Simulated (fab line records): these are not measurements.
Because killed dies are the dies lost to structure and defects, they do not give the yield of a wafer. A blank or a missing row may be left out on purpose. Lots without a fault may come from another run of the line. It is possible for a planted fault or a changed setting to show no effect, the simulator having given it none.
Comparing a struck lot with a sound one ; flow nand_harc ; 13 steps out of a route of 1302
Sound: the wafers L736.2, L736.4, L736.5. Struck: wafer L750.3; the same lot's L750.2 was not struck, so it is left out; see the end for the cause.
At each step with rows: each side's tool, then ch and its chambers, then its first start. Under that, the readings that differ: sound wafers ; struck wafers ; difference of the means ; sigmas: that difference in standard deviations of wafers without a fault.
alike: readings with means less than 2 such deviations apart, plus words and numbers identical on both sides. not compared: withheld readings, readings lacking a value on some wafer, bounds such as >300 that could conceal the same value, and numbers that have no deviation in the record and whose values overlap.
The two part at a step that has a row with sigmas, a row that says differs or no value, or rows on one side only. Numbers that have no deviation but don't overlap get no sigmas and don't part them. A reading missing from all wafers of one side parts the sides only when that side holds two or more wafers.

first, 5 steps without rows for these wafers: NHARC_A_STAIRCASE_EXPOSE_06 (exposes mask STAIR); NHARC_A_STAIRCASE_PEB_07 (peb time 130 s); NHARC_A_STAIRCASE_DEVELOP_08 (time 140 s); NHARC_A_STAIRCASE_HARDBAKE_10 (time 140 s); NHARC_A_STAIRCASE_DESCUM_11 (chemistry O2, time 3 s).
NHARC_A_STAIRCASE_TRIM_12: chemistry O2, time 211.2 s.
  sound on rie_diel-07 ch 1,2, day 18 12:35; struck on rie_diel-05 ch 1, day 24 11:05
reading;sound;struck;difference;sigmas
throttle_valve_pct (%);17.023 17.032 17.021;17.045;+0.020;+2
  alike: drypump_motor_current_A, oes_product_au, rf_vpp_V, showerhead_plenum_p_Torr
  not compared: rf_hours_counter_h
then, 2 steps without rows for these wafers: NHARC_A_STAIRCASE_ETCH_13 (etches the open film in C4F8/O2, target depth 100 nm, time 40.5 s); NHARC_A_STAIRCASE_TRIM_14 (chemistry O2, time 211.2 s).
NHARC_A_STAIRCASE_ETCH_15: etches the open film in C4F8/O2, target depth 100 nm, time 40.5 s.
  sound on rie_diel-07 ch 0,1; struck on rie_diel-05 ch 0
  alike: oes_product_au, rf_fwd_power_W, rf_vpp_V
  not compared: rf_hours_counter_h
NHARC_A_STAIRCASE_TRIM_16: chemistry O2, time 211.2 s.
  sound on rie_diel-07 ch 0,1; struck on rie_diel-05 ch 2
  alike: drypump_motor_current_A, oes_product_au, rf_vpp_V, showerhead_plenum_p_Torr, throttle_valve_pct
  not compared: rf_hours_counter_h
NHARC_A_STAIRCASE_ETCH_17: etches the open film in C4F8/O2, target depth 100 nm, time 40.5 s.
  sound on rie_diel-07 ch 0,1; struck on rie_diel-05 ch 0
  alike: oes_product_au, rf_fwd_power_W, rf_vpp_V
  not compared: rf_hours_counter_h
NHARC_A_STAIRCASE_TRIM_18: chemistry O2, time 211.2 s.
  sound on rie_diel-07 ch 0,2, day 18 13:40; struck on rie_diel-05 ch 2, day 24 11:46
reading;sound;struck;difference;sigmas
oes_product_au (a.u.);0.991 0.982 0.998;1.175;+0.185;+21
throttle_valve_pct (%);17.046 17.033 17.021;17.059;+0.026;+3
  alike: drypump_motor_current_A, rf_vpp_V, showerhead_plenum_p_Torr
  not compared: rf_hours_counter_h
NHARC_A_STAIRCASE_ETCH_19: etches the open film in C4F8/O2, target depth 100 nm, time 40.5 s.
  sound on rie_diel-07 ch 1,2; struck on rie_diel-05 ch 3
  alike: oes_product_au, rf_fwd_power_W, rf_vpp_V
  not compared: rf_hours_counter_h

## WHERE THEY PART
Earliest at NHARC_A_STAIRCASE_TRIM_12; latest, in this record, at NHARC_A_STAIRCASE_TRIM_18. Later steps at which nothing parts them and some readings are alike: NHARC_A_STAIRCASE_ETCH_19.

WHY: the cause the simulator had injected
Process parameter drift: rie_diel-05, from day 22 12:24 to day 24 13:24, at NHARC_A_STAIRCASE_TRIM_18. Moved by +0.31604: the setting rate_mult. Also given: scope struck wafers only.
